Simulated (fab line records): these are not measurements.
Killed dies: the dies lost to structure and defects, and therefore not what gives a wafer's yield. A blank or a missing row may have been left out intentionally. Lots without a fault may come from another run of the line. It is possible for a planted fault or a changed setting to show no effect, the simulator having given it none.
Which tool is to blame? / flow nand_harc / 24 lots, 72 wafers sampled, at 4 steps of a route of 1302

== WHAT EACH GAUGE READ, for each wafer ==
NHARC_A_CONTACT_INSPECT_44.
lot=L075; measured=day 21 21:17; on=defect_inspect-01; raw_defect_count=78 81 76
lot=L074; measured=day 21 20:56; on=defect_inspect-02; raw_defect_count=136 130 144
lot=L076; measured=day 22 06:26; on=defect_inspect-02; raw_defect_count=65 82 57
lot=L078; measured=day 23 00:31; on=defect_inspect-02; raw_defect_count=68 69 62
lot=L077; measured=day 23 00:41; on=defect_inspect-01; raw_defect_count=83 98 92
lot=L079; measured=day 23 17:44; on=defect_inspect-02; raw_defect_count=109 109 113
lot=L080; measured=day 23 23:13; on=defect_inspect-01; raw_defect_count=23 29 32
lot=L081; measured=day 24 01:55; on=defect_inspect-02; raw_defect_count=146 165 158
lot=L082; measured=day 24 22:25; on=defect_inspect-01; raw_defect_count=172 162 181
lot=L083; measured=day 24 21:05; on=defect_inspect-02; raw_defect_count=26 33 31
lot=L085; measured=day 25 16:44; on=defect_inspect-01; raw_defect_count=55 43 49
lot=L084; measured=day 25 23:26; on=defect_inspect-02; raw_defect_count=18 19 11
lot=L086; measured=day 26 10:10; on=defect_inspect-02; raw_defect_count=103 96 97
lot=L087; measured=day 27 01:01; on=defect_inspect-01; raw_defect_count=62 79 77
lot=L089; measured=day 27 18:32; on=defect_inspect-02; raw_defect_count=85 65 65
lot=L088; measured=day 27 18:15; on=defect_inspect-01; raw_defect_count=89 80 99
lot=L090; measured=day 28 15:26; on=defect_inspect-02; raw_defect_count=122 124 91
lot=L091; measured=day 28 16:15; on=defect_inspect-01; raw_defect_count=63 59 67
lot=L093; measured=day 29 15:35; on=defect_inspect-02; raw_defect_count=74 59 65
lot=L092; measured=day 29 15:48; on=defect_inspect-01; raw_defect_count=109 97 125
lot=L095; measured=day 30 03:34; on=defect_inspect-02; raw_defect_count=82 66 69
lot=L096; measured=day 30 06:03; on=defect_inspect-01; raw_defect_count=95 114 103
lot=L094; measured=day 30 12:41; on=defect_inspect-01; raw_defect_count=78 82 99
lot=L097; measured=day 30 18:34; on=defect_inspect-01; raw_defect_count=20 34 33

== WHICH TOOL RAN EACH LOT (tool, then ch and the chambers of the sampled wafers, then the start) ==
lot=L075; NHARC_A_STAIRCASE_DEP_471=pecvd-03 ch 0,1, day 19 13:43; NHARC_A_SGD_CUT_ETCHBACK_24=rie_diel-10 ch 0,1,3, day 19 22:26; NHARC_A_WL_FILL_ALD_10=ald_hk-02 ch 1,2,3, day 21 02:16
lot=L074; NHARC_A_STAIRCASE_DEP_471=pecvd-04 ch 1,2, day 19 14:56; NHARC_A_SGD_CUT_ETCHBACK_24=rie_diel-03 ch 0,1,3, day 19 22:25; NHARC_A_WL_FILL_ALD_10=ald_hk-04 ch 0,1,3, day 21 01:14
lot=L076; NHARC_A_STAIRCASE_DEP_471=pecvd-01 ch 0,1,2, day 20 00:37; NHARC_A_SGD_CUT_ETCHBACK_24=rie_diel-13 ch 0,1, day 20 08:19; NHARC_A_WL_FILL_ALD_10=ald_hk-02 ch 0,2, day 21 10:52
lot=L078; NHARC_A_STAIRCASE_DEP_471=pecvd-04 ch 0,1,2, day 20 20:53; NHARC_A_SGD_CUT_ETCHBACK_24=rie_diel-13 ch 0,2,3, day 21 05:47; NHARC_A_WL_FILL_ALD_10=ald_hk-01 ch 0,1,2, day 22 07:56
lot=L077; NHARC_A_STAIRCASE_DEP_471=pecvd-03 ch 0,2, day 20 20:58; NHARC_A_SGD_CUT_ETCHBACK_24=rie_diel-10 ch 0,2, day 21 05:49; NHARC_A_WL_FILL_ALD_10=ald_hk-04 ch 0,3, day 22 07:32
lot=L079; NHARC_A_STAIRCASE_DEP_471=pecvd-03 ch 0,1,2, day 21 02:29; NHARC_A_SGD_CUT_ETCHBACK_24=rie_diel-10 ch 0,1,2, day 21 14:09; NHARC_A_WL_FILL_ALD_10=ald_hk-01 ch 0,1,2, day 23 01:02
lot=L080; NHARC_A_STAIRCASE_DEP_471=pecvd-03 ch 0,2, day 21 20:41; NHARC_A_SGD_CUT_ETCHBACK_24=rie_diel-03 ch 0,2, day 22 04:46; NHARC_A_WL_FILL_ALD_10=ald_hk-04 ch 0,1, day 23 05:49
lot=L081; NHARC_A_STAIRCASE_DEP_471=pecvd-03 ch 1,2, day 21 20:56; NHARC_A_SGD_CUT_ETCHBACK_24=rie_diel-10 ch 1,2,3, day 22 04:47; NHARC_A_WL_FILL_ALD_10=ald_hk-01 ch 0,2, day 23 05:49
lot=L082; NHARC_A_STAIRCASE_DEP_471=pecvd-03 ch 0,1,2, day 22 14:41; NHARC_A_SGD_CUT_ETCHBACK_24=rie_diel-10 ch 1,2,3, day 22 22:58; NHARC_A_WL_FILL_ALD_10=ald_hk-04 ch 0,1,3, day 24 02:55
lot=L083; NHARC_A_STAIRCASE_DEP_471=pecvd-04 ch 0,1,2, day 22 15:55; NHARC_A_SGD_CUT_ETCHBACK_24=rie_diel-03 ch 0,1, day 22 22:58; NHARC_A_WL_FILL_ALD_10=ald_hk-02 ch 0,2,3, day 24 02:26
lot=L085; NHARC_A_STAIRCASE_DEP_471=pecvd-04 ch 0,1, day 23 08:04; NHARC_A_SGD_CUT_ETCHBACK_24=rie_diel-13 ch 0,2,3, day 23 18:19; NHARC_A_WL_FILL_ALD_10=ald_hk-01 ch 2,3, day 24 20:41
lot=L084; NHARC_A_STAIRCASE_DEP_471=pecvd-01 ch 1,2, day 23 17:15; NHARC_A_SGD_CUT_ETCHBACK_24=rie_diel-03 ch 0,1,2, day 24 05:27; NHARC_A_WL_FILL_ALD_10=ald_hk-04 ch 2,3, day 25 06:18
lot=L086; NHARC_A_STAIRCASE_DEP_471=pecvd-04 ch 1,2, day 24 03:56; NHARC_A_SGD_CUT_ETCHBACK_24=rie_diel-10 ch 0,3, day 24 12:07; NHARC_A_WL_FILL_ALD_10=ald_hk-04 ch 1,3, day 25 17:22
lot=L087; NHARC_A_STAIRCASE_DEP_471=pecvd-01 ch 1,2, day 24 19:46; NHARC_A_SGD_CUT_ETCHBACK_24=rie_diel-03 ch 0,2,3, day 25 03:30; NHARC_A_WL_FILL_ALD_10=ald_hk-02 ch 0,1,3, day 26 04:53
lot=L089; NHARC_A_STAIRCASE_DEP_471=pecvd-04 ch 0,2, day 25 13:17; NHARC_A_SGD_CUT_ETCHBACK_24=rie_diel-13 ch 1,2,3, day 25 21:02; NHARC_A_WL_FILL_ALD_10=ald_hk-01 ch 1,2, day 26 23:12
lot=L088; NHARC_A_STAIRCASE_DEP_471=pecvd-04 ch 0,1,2, day 25 13:29; NHARC_A_SGD_CUT_ETCHBACK_24=rie_diel-03 ch 0,1,2, day 25 21:01; NHARC_A_WL_FILL_ALD_10=ald_hk-04 ch 0,1,2, day 26 22:11
lot=L090; NHARC_A_STAIRCASE_DEP_471=pecvd-03 ch 1,2, day 26 07:50; NHARC_A_SGD_CUT_ETCHBACK_24=rie_diel-13 ch 2,3, day 26 15:49; NHARC_A_WL_FILL_ALD_10=ald_hk-04 ch 1,3, day 27 18:22
lot=L091; NHARC_A_STAIRCASE_DEP_471=pecvd-04 ch 0,1,2, day 26 08:47; NHARC_A_SGD_CUT_ETCHBACK_24=rie_diel-10 ch 0,1,2, day 26 15:48; NHARC_A_WL_FILL_ALD_10=ald_hk-02 ch 0,1,3, day 27 17:50
lot=L093; NHARC_A_STAIRCASE_DEP_471=pecvd-01 ch 0,1, day 27 08:23; NHARC_A_SGD_CUT_ETCHBACK_24=rie_diel-10 ch 0,2,3, day 27 19:20; NHARC_A_WL_FILL_ALD_10=ald_hk-01 ch 0,2,3, day 28 21:22
lot=L092; NHARC_A_STAIRCASE_DEP_471=pecvd-03 ch 0,1,2, day 27 08:49; NHARC_A_SGD_CUT_ETCHBACK_24=rie_diel-13 ch 1,2,3, day 27 19:20; NHARC_A_WL_FILL_ALD_10=ald_hk-04 ch 0,2,3, day 28 21:22
lot=L095; NHARC_A_STAIRCASE_DEP_471=pecvd-01 ch 0,1,2, day 27 19:55; NHARC_A_SGD_CUT_ETCHBACK_24=rie_diel-13 ch 2,3, day 28 04:14; NHARC_A_WL_FILL_ALD_10=ald_hk-01 ch 1,3, day 29 10:50
lot=L096; NHARC_A_STAIRCASE_DEP_471=pecvd-03 ch 0,1, day 27 20:23; NHARC_A_SGD_CUT_ETCHBACK_24=rie_diel-10 ch 0,2,3, day 28 04:16; NHARC_A_WL_FILL_ALD_10=ald_hk-02 ch 0,3, day 29 10:50
lot=L094; NHARC_A_STAIRCASE_DEP_471=pecvd-01 ch 0,1,2, day 27 20:29; NHARC_A_SGD_CUT_ETCHBACK_24=rie_diel-13 ch 1,2,3, day 28 04:23; NHARC_A_WL_FILL_ALD_10=ald_hk-02 ch 1,2, day 29 14:28
lot=L097; NHARC_A_STAIRCASE_DEP_471=pecvd-04 ch 0,1, day 28 07:38; NHARC_A_SGD_CUT_ETCHBACK_24=rie_diel-03 ch 0,2,3, day 28 15:23; NHARC_A_WL_FILL_ALD_10=ald_hk-01 ch 0,2,3, day 29 23:56
- NHARC_A_STAIRCASE_DEP_471: deposits SiO2, target thk 100 nm.
- NHARC_A_SGD_CUT_ETCHBACK_24: etches the open film in CH3F/O2, target depth 50 nm, time 92.857 s.
- NHARC_A_WL_FILL_ALD_10: deposits SiO2, target thk 50 nm, pulse time 10 s, ald cycles 500.

== AS READ BY THE TOOLS THEMSELVES (means over the sampled wafers that have a number; for cases with no such wafer, the mark the record gives instead) ==
NHARC_A_STAIRCASE_DEP_471.
lot=L075; tool=pecvd-03; heater_power_w (W)=563; throttle_valve_pct (%)=16.2
lot=L074; tool=pecvd-04; heater_power_w (W)=549; throttle_valve_pct (%)=16.1
lot=L076; tool=pecvd-01; heater_power_w (W)=572; throttle_valve_pct (%)=16.5
lot=L078; tool=pecvd-04; heater_power_w (W)=523; throttle_valve_pct (%)=15.9
lot=L077; tool=pecvd-03; heater_power_w (W)=552; throttle_valve_pct (%)=15.4
lot=L079; tool=pecvd-03; heater_power_w (W)=612; throttle_valve_pct (%)=15.5
lot=L080; tool=pecvd-03; heater_power_w (W)=585; throttle_valve_pct (%)=15.9
lot=L081; tool=pecvd-03; heater_power_w (W)=578; throttle_valve_pct (%)=14.9
lot=L082; tool=pecvd-03; heater_power_w (W)=549; throttle_valve_pct (%)=15.5
lot=L083; tool=pecvd-04; heater_power_w (W)=543; throttle_valve_pct (%)=16.1
lot=L085; tool=pecvd-04; heater_power_w (W)=603; throttle_valve_pct (%)=16.0
lot=L084; tool=pecvd-01; heater_power_w (W)=510; throttle_valve_pct (%)=16.2
lot=L086; tool=pecvd-04; heater_power_w (W)=615; throttle_valve_pct (%)=15.6
lot=L087; tool=pecvd-01; heater_power_w (W)=486; throttle_valve_pct (%)=16.5
lot=L089; tool=pecvd-04; heater_power_w (W)=536; throttle_valve_pct (%)=16.3
lot=L088; tool=pecvd-04; heater_power_w (W)=568; throttle_valve_pct (%)=16.1
lot=L090; tool=pecvd-03; heater_power_w (W)=562; throttle_valve_pct (%)=15.4
lot=L091; tool=pecvd-04; heater_power_w (W)=582; throttle_valve_pct (%)=16.2
lot=L093; tool=pecvd-01; heater_power_w (W)=619; throttle_valve_pct (%)=16.8
lot=L092; tool=pecvd-03; heater_power_w (W)=573; throttle_valve_pct (%)=15.8
lot=L095; tool=pecvd-01; heater_power_w (W)=551; throttle_valve_pct (%)=16.6
lot=L096; tool=pecvd-03; heater_power_w (W)=626; throttle_valve_pct (%)=15.9
lot=L094; tool=pecvd-01; heater_power_w (W)=591; throttle_valve_pct (%)=16.7
lot=L097; tool=pecvd-04; heater_power_w (W)=533; throttle_valve_pct (%)=15.9

NHARC_A_SGD_CUT_ETCHBACK_24.
lot=L075; tool=rie_diel-10; drypump_motor_current_A (A)=6.5; oes_product_au (a.u.)=0.93; rf_vpp_V (V)=243.6; showerhead_plenum_p_Torr (Torr)=2.43; throttle_valve_pct (%)=20.662
lot=L074; tool=rie_diel-03; drypump_motor_current_A (A)=5.5; oes_product_au (a.u.)=1.00; rf_vpp_V (V)=245.2; showerhead_plenum_p_Torr (Torr)=2.45; throttle_valve_pct (%)=20.659
lot=L076; tool=rie_diel-13; drypump_motor_current_A (A)=5.9; oes_product_au (a.u.)=0.94; rf_vpp_V (V)=243.5; showerhead_plenum_p_Torr (Torr)=2.36; throttle_valve_pct (%)=20.665
lot=L078; tool=rie_diel-13; drypump_motor_current_A (A)=5.8; oes_product_au (a.u.)=0.95; rf_vpp_V (V)=243.2; showerhead_plenum_p_Torr (Torr)=2.39; throttle_valve_pct (%)=20.669
lot=L077; tool=rie_diel-10; drypump_motor_current_A (A)=6.2; oes_product_au (a.u.)=0.97; rf_vpp_V (V)=244.6; showerhead_plenum_p_Torr (Torr)=2.49; throttle_valve_pct (%)=20.662
lot=L079; tool=rie_diel-10; drypump_motor_current_A (A)=6.3; oes_product_au (a.u.)=0.99; rf_vpp_V (V)=244.1; showerhead_plenum_p_Torr (Torr)=2.45; throttle_valve_pct (%)=20.669
lot=L080; tool=rie_diel-03; drypump_motor_current_A (A)=5.8; oes_product_au (a.u.)=1.00; rf_vpp_V (V)=244.8; showerhead_plenum_p_Torr (Torr)=2.53; throttle_valve_pct (%)=20.662
lot=L081; tool=rie_diel-10; drypump_motor_current_A (A)=6.4; oes_product_au (a.u.)=0.99; rf_vpp_V (V)=245.0; showerhead_plenum_p_Torr (Torr)=2.45; throttle_valve_pct (%)=20.658
lot=L082; tool=rie_diel-10; drypump_motor_current_A (A)=6.3; oes_product_au (a.u.)=0.92; rf_vpp_V (V)=244.0; showerhead_plenum_p_Torr (Torr)=2.45; throttle_valve_pct (%)=20.656
lot=L083; tool=rie_diel-03; drypump_motor_current_A (A)=5.9; oes_product_au (a.u.)=1.00; rf_vpp_V (V)=244.1; showerhead_plenum_p_Torr (Torr)=2.45; throttle_valve_pct (%)=20.670
lot=L085; tool=rie_diel-13; drypump_motor_current_A (A)=5.8; oes_product_au (a.u.)=0.92; rf_vpp_V (V)=243.1; showerhead_plenum_p_Torr (Torr)=2.39; throttle_valve_pct (%)=20.662
lot=L084; tool=rie_diel-03; drypump_motor_current_A (A)=5.9; oes_product_au (a.u.)=0.92; rf_vpp_V (V)=244.9; showerhead_plenum_p_Torr (Torr)=2.49; throttle_valve_pct (%)=20.660
lot=L086; tool=rie_diel-10; drypump_motor_current_A (A)=6.4; oes_product_au (a.u.)=1.00; rf_vpp_V (V)=244.6; showerhead_plenum_p_Torr (Torr)=2.48; throttle_valve_pct (%)=20.665
lot=L087; tool=rie_diel-03; drypump_motor_current_A (A)=5.5; oes_product_au (a.u.)=1.00; rf_vpp_V (V)=244.8; showerhead_plenum_p_Torr (Torr)=2.48; throttle_valve_pct (%)=20.666
lot=L089; tool=rie_diel-13; drypump_motor_current_A (A)=5.3; oes_product_au (a.u.)=1.00; rf_vpp_V (V)=243.1; showerhead_plenum_p_Torr (Torr)=2.38; throttle_valve_pct (%)=20.668
lot=L088; tool=rie_diel-03; drypump_motor_current_A (A)=5.9; oes_product_au (a.u.)=0.93; rf_vpp_V (V)=244.8; showerhead_plenum_p_Torr (Torr)=2.49; throttle_valve_pct (%)=20.658
lot=L090; tool=rie_diel-13; drypump_motor_current_A (A)=5.5; oes_product_au (a.u.)=1.00; rf_vpp_V (V)=243.9; showerhead_plenum_p_Torr (Torr)=2.43; throttle_valve_pct (%)=20.658
lot=L091; tool=rie_diel-10; drypump_motor_current_A (A)=6.3; oes_product_au (a.u.)=1.00; rf_vpp_V (V)=242.7; showerhead_plenum_p_Torr (Torr)=2.45; throttle_valve_pct (%)=20.668
lot=L093; tool=rie_diel-10; drypump_motor_current_A (A)=6.3; oes_product_au (a.u.)=0.93; rf_vpp_V (V)=245.1; showerhead_plenum_p_Torr (Torr)=2.50; throttle_valve_pct (%)=20.661
lot=L092; tool=rie_diel-13; drypump_motor_current_A (A)=5.4; oes_product_au (a.u.)=1.00; rf_vpp_V (V)=243.0; showerhead_plenum_p_Torr (Torr)=2.38; throttle_valve_pct (%)=20.657
lot=L095; tool=rie_diel-13; drypump_motor_current_A (A)=5.5; oes_product_au (a.u.)=0.92; rf_vpp_V (V)=244.2; showerhead_plenum_p_Torr (Torr)=2.43; throttle_valve_pct (%)=20.658
lot=L096; tool=rie_diel-10; drypump_motor_current_A (A)=6.3; oes_product_au (a.u.)=1.01; rf_vpp_V (V)=244.8; showerhead_plenum_p_Torr (Torr)=2.50; throttle_valve_pct (%)=20.668
lot=L094; tool=rie_diel-13; drypump_motor_current_A (A)=5.3; oes_product_au (a.u.)=0.92; rf_vpp_V (V)=243.4; showerhead_plenum_p_Torr (Torr)=2.38; throttle_valve_pct (%)=20.655
lot=L097; tool=rie_diel-03; drypump_motor_current_A (A)=5.5; oes_product_au (a.u.)=1.00; rf_vpp_V (V)=244.7; showerhead_plenum_p_Torr (Torr)=2.48; throttle_valve_pct (%)=20.664

NHARC_A_WL_FILL_ALD_10.
lot=L075; tool=ald_hk-02; heater_power_w (W)=459; precursor_pulse_height_rel=1.024
lot=L074; tool=ald_hk-04; heater_power_w (W)=462; precursor_pulse_height_rel=1.001
lot=L076; tool=ald_hk-02; heater_power_w (W)=442; precursor_pulse_height_rel=0.986
lot=L078; tool=ald_hk-01; heater_power_w (W)=492; precursor_pulse_height_rel=1.018
lot=L077; tool=ald_hk-04; heater_power_w (W)=446; precursor_pulse_height_rel=1.033
lot=L079; tool=ald_hk-01; heater_power_w (W)=490; precursor_pulse_height_rel=0.990
lot=L080; tool=ald_hk-04; heater_power_w (W)=471; precursor_pulse_height_rel=0.989
lot=L081; tool=ald_hk-01; heater_power_w (W)=436; precursor_pulse_height_rel=0.990
lot=L082; tool=ald_hk-04; heater_power_w (W)=461; precursor_pulse_height_rel=0.991
lot=L083; tool=ald_hk-02; heater_power_w (W)=450; precursor_pulse_height_rel=1.008
lot=L085; tool=ald_hk-01; heater_power_w (W)=480; precursor_pulse_height_rel=1.001
lot=L084; tool=ald_hk-04; heater_power_w (W)=474; precursor_pulse_height_rel=0.998
lot=L086; tool=ald_hk-04; heater_power_w (W)=464; precursor_pulse_height_rel=1.003
lot=L087; tool=ald_hk-02; heater_power_w (W)=469; precursor_pulse_height_rel=1.001
lot=L089; tool=ald_hk-01; heater_power_w (W)=552; precursor_pulse_height_rel=1.013
lot=L088; tool=ald_hk-04; heater_power_w (W)=489; precursor_pulse_height_rel=0.995
lot=L090; tool=ald_hk-04; heater_power_w (W)=446; precursor_pulse_height_rel=0.997
lot=L091; tool=ald_hk-02; heater_power_w (W)=475; precursor_pulse_height_rel=0.988
lot=L093; tool=ald_hk-01; heater_power_w (W)=451; precursor_pulse_height_rel=1.003
lot=L092; tool=ald_hk-04; heater_power_w (W)=497; precursor_pulse_height_rel=1.001
lot=L095; tool=ald_hk-01; heater_power_w (W)=524; precursor_pulse_height_rel=1.007
lot=L096; tool=ald_hk-02; heater_power_w (W)=472; precursor_pulse_height_rel=0.998
lot=L094; tool=ald_hk-02; heater_power_w (W)=428; precursor_pulse_height_rel=1.001
lot=L097; tool=ald_hk-01; heater_power_w (W)=456; precursor_pulse_height_rel=1.013

== THE ANSWER, worked out from the rows above alone ==
Rule: the lots themselves supply what counts as usual. Put in order of their means at a reading, lots are off if they are a third of the lots or fewer, leave a main group of 4 or more, and stand apart from it by a gap of 3 or more times the standard deviation of the main group's means; of several such gaps the widest counts. A main group whose means are all the same, to the digits that the tables above print for the reading, isn't used. A lot without any number at a reading at which 4 lots or more have one is off too. Any other lot the step has rows for is counted as sound. After the gauges, taken in route order, come the tools' own readings; for these a lot's mean is taken, as printed above. At the first step where some lot is off, the reading lying furthest off is the one used; lots without a number count as furthest.
None of the lots is off at any reading shown; this tells nothing.

== WHAT THE SIMULATOR PUT IN ==
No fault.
